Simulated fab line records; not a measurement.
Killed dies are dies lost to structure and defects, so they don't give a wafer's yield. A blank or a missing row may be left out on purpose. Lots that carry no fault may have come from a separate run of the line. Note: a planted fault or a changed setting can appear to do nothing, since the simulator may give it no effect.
Matching of chambers    flow nand harc    pecvd-04 running NHARC_A_SLIT_DEP_23: 3 sister chambers
The step deposits SiON, target thk 100 nm. 14 wafers are shown with their chamber, then 7 later ones without.

EACH WAFER AND ITS CHAMBER
wafer   chamber  heater power w (W)  rf fwd power W (W)
L075.2  0        772                 347.3
L075.5  2        719                 348.1
L075.6  0        764                 346.6
L079.2  0        822                 348.0
L079.4  1        691                 349.2
L079.5  0        846                 347.8
L081.2  2        725                 346.5
L081.5  1        670                 349.5
L081.6  0        768                 348.6
L086.1  0        786                 346.5
L086.2  2        649                 348.1
L086.5  2        660                 346.4
L087.1  1        689                 349.1
L087.5  0        781                 347.9

SIGNATURES, as means of the wafers listed above
reading         chamber 0  chamber 1  chamber 2  scatter within a chamber
heater power w  791.29     683.33     688.25     31.1
rf fwd power W  347.529    349.267    347.275    0.761
Rule: a wafer's distance from a chamber is the root of the sum, over the readings, of the square of ((its reading less the chamber's mean) divided by the reading's scatter). The wafer belongs to the nearest chamber; if the next one is less than 2 further off, it can't be placed. The scatter is the square root of a quotient: the sum, over the shown wafers, of each reading's squared deviation from its chamber's mean, divided by wafers minus chambers.

WAFERS WITH NO CHAMBER GIVEN
wafer   heater power w (W)  rf fwd power W (W)
L087.6  677                 348.3
L094.1  741                 350.8
L094.2  824                 349.3
L094.5  840                 348.7
L095.3  761                 349.7
L095.4  710                 349.4
L095.6  756                 349.8

THE CHAMBER EACH PASSED THROUGH
wafer   from the rows above           in truth
L087.6  can't be placed: 1 or 2       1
L094.1  can't be placed: 1 or 0       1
L094.2  can't be placed: 0 or 1       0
L094.5  0                             0
L095.3  can't be placed: 1 or 0 or 2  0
L095.4  1                             1
L095.6  can't be placed: 1 or 0 or 2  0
Correct placement for 2 of the 7. Not placeable from these rows: 5 (in 5, the candidates include the true chamber). Wrongly placed: 0.
